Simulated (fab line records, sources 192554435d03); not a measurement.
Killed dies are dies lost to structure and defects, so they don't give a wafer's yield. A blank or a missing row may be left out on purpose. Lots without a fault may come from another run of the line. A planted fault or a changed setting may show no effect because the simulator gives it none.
Which tool did it? | flow n5_finfet | 9 lots, 27 wafers sampled, at 5 steps of a route of 1938

WHAT THE GAUGES READ, wafer by wafer
N5_FIN_CUT_CD_MEAS_08: target cd 29.1 nm. Usual: cd_nm 29.05 nm, standard deviation 0.24.
lot  | measured    | on        | cd_nm (nm)        | flag
L626 | day 2 02:57 | cd_sem-03 | 28.81 29.68 28.98 |
L630 | day 3 03:14 | cd_sem-03 | 29.63 29.16 29.00 |
L631 | day 3 09:46 | cd_sem-01 | 29.28 28.92 29.05 |
L634 | day 4 02:37 | cd_sem-03 | 29.11 28.95 29.57 |
L637 | day 4 23:05 | cd_sem-03 | 29.30 28.92 28.77 |
L639 | day 5 09:35 | cd_sem-03 | 28.85 29.65 29.15 |
L641 | day 5 21:29 | cd_sem-02 | 28.77 29.36 29.09 |
L644 | day 6 15:53 | cd_sem-03 | 29.07 29.28 29.00 |
L649 | day 8 00:01 | cd_sem-01 | 29.24 28.77 28.90 |

N5_BEOL_M4_RC_MEAS_101. Usual: DIBL_N 36.0 mV/V, standard deviation 1.9; DIBL_P 35.6 mV/V, standard deviation 2.2; IOFF_N 0.15 nA/um, standard deviation 0.031; IOFF_P 0.19 nA/um, standard deviation 0.032; ION_N 668 uA/um, standard deviation 11; ION_P 455 uA/um, standard deviation 7.2; SS_N 71.5 mV/dec, standard deviation 0.65; SS_P 73.4 mV/dec, standard deviation 0.64; VT_N 251 mV, standard deviation 3.6; VT_P -253 mV, standard deviation 3.3.
lot  | measured     | on        | DIBL_N (mV/V)  | DIBL_P (mV/V)  | IOFF_N (nA/um) | IOFF_P (nA/um) | ION_N (uA/um) | ION_P (uA/um) | SS_N (mV/dec)  | SS_P (mV/dec)  | VT_N (mV)   | VT_P (mV)      | flag
L626 | day 8 22:11  | prober-01 | 36.4 35.7 37.5 | 35.6 34.2 36.3 | 0.15 0.14 0.17 | 0.21 0.19 0.22 | 671 664 675   | 461 460 457   | 70.7 70.1 71.0 | 73.6 73.3 73.7 | 249 251 250 | -249 -251 -250 |
L630 | day 9 23:53  | prober-01 | 34.7 40.0 37.7 | 34.5 38.0 36.0 | 0.14 0.23 0.18 | 0.19 0.25 0.22 | 665 681 669   | 458 457 465   | 70.7 72.7 71.5 | 72.5 74.4 74.2 | 252 249 249 | -251 -250 -251 |
L631 | day 11 01:40 | prober-02 | 33.2 38.8 34.7 | 32.0 39.7 34.8 | 0.11 0.21 0.13 | 0.14 0.25 0.18 | 649 672 658   | 441 453 454   | 72.3 73.0 71.3 | 71.9 73.9 73.4 | 260 246 255 | -256 -249 -252 |
L634 | day 11 08:01 | prober-02 | 34.0 34.2 32.9 | 33.2 32.6 32.8 | 0.12 0.12 0.11 | 0.19 0.17 0.17 | 650 660 665   | 452 453 458   | 71.2 71.1 71.4 | 72.7 72.7 72.7 | 255 257 254 | -251 -255 -254 |
L637 | day 13 04:21 | prober-02 | 33.7 33.0 34.4 | 31.6 31.3 33.1 | 0.12 0.12 0.13 | 0.15 0.15 0.17 | 657 653 658   | 449 451 456   | 70.3 70.8 70.9 | 73.2 72.9 73.0 | 254 254 253 | -255 -258 -253 |
L639 | day 13 16:12 | prober-02 | 36.9 36.6 38.0 | 37.9 38.0 38.5 | 0.18 0.16 0.20 | 0.21 0.20 0.22 | 683 668 685   | 459 453 461   | 71.5 71.7 71.9 | 73.2 73.3 74.0 | 246 252 247 | -253 -250 -250 |
L641 | day 13 17:46 | prober-01 | 36.3 35.7 36.9 | 38.5 36.3 38.1 | 0.16 0.16 0.18 | 0.21 0.17 0.20 | 666 666 668   | 458 445 458   | 71.4 72.0 72.0 | 73.7 73.4 73.8 | 248 249 251 | -253 -258 -256 |
L644 | day 14 01:58 | prober-02 | 39.8 38.8 38.1 | 39.7 38.4 37.0 | 0.22 0.18 0.17 | 0.24 0.24 0.20 | 700 674 671   | 467 462 458   | 71.8 72.7 71.4 | 74.1 74.6 73.9 | 248 248 250 | -250 -252 -253 |
L649 | day 16 01:31 | prober-01 | 34.9 34.3 37.0 | 33.6 33.6 36.7 | 0.13 0.12 0.16 | 0.17 0.18 0.24 | 671 653 684   | 460 451 469   | 71.2 70.9 71.4 | 73.1 73.2 74.6 | 250 254 248 | -252 -253 -246 |

WHICH TOOL RAN EACH LOT (tool, then ch and the chambers of the sampled wafers, then the start)
lot  | N5_FIN_CUT_ETCH_30                | N5_FIN_CUT_ETCH_21                | N5_FIN_CUT_CUT_ETCH_26
L626 | rie_diel-05 ch 0,2,3, day 2 03:06 | rie_diel-05 ch 0,2,3, day 2 03:10 | rie_diel-05 ch 0,2,3, day 2 03:30
L630 | rie_diel-03 ch 0,2,3, day 3 03:34 | rie_diel-03 ch 0,2,3, day 3 03:37 | rie_diel-03 ch 0,2,3, day 3 03:58
L631 | rie_diel-02 ch 0,2,3, day 3 09:55 | rie_diel-02 ch 0,2,3, day 3 09:59 | rie_diel-02 ch 0,2,3, day 3 10:20
L634 | rie_diel-02 ch 0,1,2, day 4 02:47 | rie_diel-02 ch 0,1,2, day 4 02:50 | rie_diel-02 ch 0,1,2, day 4 03:11
L637 | rie_diel-05 ch 0,2,3, day 4 23:14 | rie_diel-05 ch 0,2,3, day 4 23:18 | rie_diel-05 ch 0,2,3, day 4 23:38
L639 | rie_diel-05 ch 0,1, day 5 09:47   | rie_diel-05 ch 0,1, day 5 09:50   | rie_diel-05 ch 0,1, day 5 10:11
L641 | rie_diel-02 ch 0,1,3, day 5 21:39 | rie_diel-02 ch 0,1,3, day 5 21:43 | rie_diel-02 ch 0,1,3, day 5 22:03
L644 | rie_diel-05 ch 0,3, day 6 16:31   | rie_diel-05 ch 0,3, day 6 16:34   | rie_diel-05 ch 0,3, day 6 16:55
L649 | rie_diel-02 ch 0,2,3, day 8 00:10 | rie_diel-02 ch 0,2,3, day 8 00:13 | rie_diel-02 ch 0,2,3, day 8 00:34
- N5_FIN_CUT_ETCH_30: etches underlayer in N2/H2, target depth 13 nm, time 10.4 s.
- N5_FIN_CUT_ETCH_21: etches SOC in N2/H2, target depth 219 nm, overetch 43.8 nm, time 523.5 s.
- N5_FIN_CUT_CUT_ETCH_26: etches SiNx in CH3F/O2, target depth 39 nm, time 55.7 s.

WHAT THE TOOLS THEMSELVES READ (means of the sampled wafers that have a number; where no wafer has one, the mark that the record gives instead)
N5_FIN_CUT_ETCH_30. Usual: drypump_motor_current_A 5.6 A, standard deviation 0.48; etch_rf_on_time_s 10.41 s, standard deviation 0.26; oes_product_au 0.64 a.u., standard deviation 0.055; rf_vpp_V 524.3 V, standard deviation 2.6; showerhead_plenum_p_Torr 2.55 Torr, standard deviation 0.096; throttle_valve_pct 17.70 %, standard deviation 0.14.
lot  | tool        | drypump_motor_current_A (A) | etch_rf_on_time_s (s) | oes_product_au (a.u.) | rf_vpp_V (V) | showerhead_plenum_p_Torr (Torr) | throttle_valve_pct (%) | flag
L626 | rie_diel-05 | 5.4                         | 10.38                 | 0.61                  | 524.6        | 2.51                            | 17.78                  |
L630 | rie_diel-03 | 5.3                         | 10.28                 | 0.67                  | 526.0        | 2.62                            | 17.70                  |
L631 | rie_diel-02 | 5.5                         | 10.55                 | 0.63                  | 525.1        | 2.57                            | 17.63                  |
L634 | rie_diel-02 | 5.7                         | 10.48                 | 0.65                  | 524.9        | 2.57                            | 17.70                  |
L637 | rie_diel-05 | 5.4                         | 10.31                 | 0.61                  | 523.5        | 2.50                            | 17.81                  |
L639 | rie_diel-05 | 5.5                         | 10.04                 | 0.73                  | 526.8        | 2.64                            | 17.61                  |
L641 | rie_diel-02 | 5.8                         | 10.51                 | 0.64                  | 522.6        | 2.49                            | 17.69                  |
L644 | rie_diel-05 | 5.3                         | 9.01                  | 0.68                  | 523.7        | 2.54                            | 17.92                  | OFF
L649 | rie_diel-02 | 5.5                         | 10.47                 | 0.62                  | 524.4        | 2.55                            | 17.69                  |

N5_FIN_CUT_ETCH_21. Usual: drypump_motor_current_A 5.6 A, standard deviation 0.48; oes_product_au 0.69 a.u., standard deviation 0.055; rf_vpp_V 241.0 V, standard deviation 1.4; showerhead_plenum_p_Torr 2.55 Torr, standard deviation 0.096; throttle_valve_pct 17.66 %, standard deviation 0.14.
lot  | tool        | drypump_motor_current_A (A) | oes_product_au (a.u.) | rf_vpp_V (V) | showerhead_plenum_p_Torr (Torr) | throttle_valve_pct (%) | flag
L626 | rie_diel-05 | 5.4                         | 0.66                  | 241.0        | 2.51                            | 17.73                  |
L630 | rie_diel-03 | 5.3                         | 0.71                  | 242.0        | 2.62                            | 17.64                  |
L631 | rie_diel-02 | 5.5                         | 0.69                  | 241.1        | 2.57                            | 17.59                  |
L634 | rie_diel-02 | 5.7                         | 0.70                  | 241.6        | 2.57                            | 17.66                  |
L637 | rie_diel-05 | 5.4                         | 0.65                  | 240.6        | 2.50                            | 17.76                  |
L639 | rie_diel-05 | 5.5                         | 0.77                  | 241.7        | 2.64                            | 17.56                  |
L641 | rie_diel-02 | 5.8                         | 0.69                  | 240.2        | 2.49                            | 17.64                  |
L644 | rie_diel-05 | 5.4                         | 0.65                  | 241.4        | 2.54                            | 17.85                  |
L649 | rie_diel-02 | 5.5                         | 0.67                  | 240.6        | 2.55                            | 17.64                  |

N5_FIN_CUT_CUT_ETCH_26. Usual: drypump_motor_current_A 5.6 A, standard deviation 0.48; oes_product_au 0.75 a.u., standard deviation 0.066; rf_vpp_V 301 V, standard deviation 3.8; showerhead_plenum_p_Torr 2.01 Torr, standard deviation 0.068; throttle_valve_pct 16.30 %, standard deviation 0.16.
lot  | tool        | drypump_motor_current_A (A) | oes_product_au (a.u.) | rf_vpp_V (V) | showerhead_plenum_p_Torr (Torr) | throttle_valve_pct (%) | flag
L626 | rie_diel-05 | 5.4                         | 0.71                  | 302          | 1.99                            | 16.43                  |
L630 | rie_diel-03 | 5.3                         | 0.78                  | 305          | 2.06                            | 16.22                  |
L631 | rie_diel-02 | 5.5                         | 0.74                  | 300          | 2.02                            | 16.19                  |
L634 | rie_diel-02 | 5.7                         | 0.75                  | 301          | 2.02                            | 16.22                  |
L637 | rie_diel-05 | 5.4                         | 0.70                  | 301          | 1.98                            | 16.46                  |
L639 | rie_diel-05 | 5.5                         | 0.85                  | 302          | 2.08                            | 16.27                  |
L641 | rie_diel-02 | 5.8                         | 0.74                  | 299          | 1.97                            | 16.34                  |
L644 | rie_diel-05 | 5.4                         | 0.71                  | 298          | 2.00                            | 16.54                  |
L649 | rie_diel-02 | 5.5                         | 0.72                  | 300          | 2.01                            | 16.25                  |

THE ANSWER, worked out from the rows above alone
Rule: a lot is off if the mean of its wafers that have a number lies more than 3 standard deviations from the usual mean. A lot without any number at a reading at which 4 lots or more have one is off too. The other lots that the step has rows for count as sound. The gauges are gone through in route order, then the tools' own readings, and for those a lot's mean is taken as printed above. The first step at which some lot is off is used, and at that step the reading that is off furthest; a lot without a number counts as furthest.
Off: L644, at N5_FIN_CUT_ETCH_30 (etch_rf_on_time_s).
A tool fits if, at that step or a process step before it, it ran every lot that is off, and no sound lot after the first of them. One fits: rie_diel-05 at N5_FIN_CUT_ETCH_30. Its last sound lot is L639 (day 5 09:47), its first lot that is off L644 (day 6 16:31): a fault that began between those two fits.
The tool's own readings at N5_FIN_CUT_ETCH_30 bear it out: on the lots that are off they differ by more than 5 times the standard deviation of the sound lots' means. etch_rf_on_time_s reads 9.01 s there against 10.38 s on the sound lots.

WHAT THE SIMULATOR HAD PUT IN
Process parameter drift: rie_diel-05, from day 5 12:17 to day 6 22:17, at N5_FIN_CUT_ETCH_30. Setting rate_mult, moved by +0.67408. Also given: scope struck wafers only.
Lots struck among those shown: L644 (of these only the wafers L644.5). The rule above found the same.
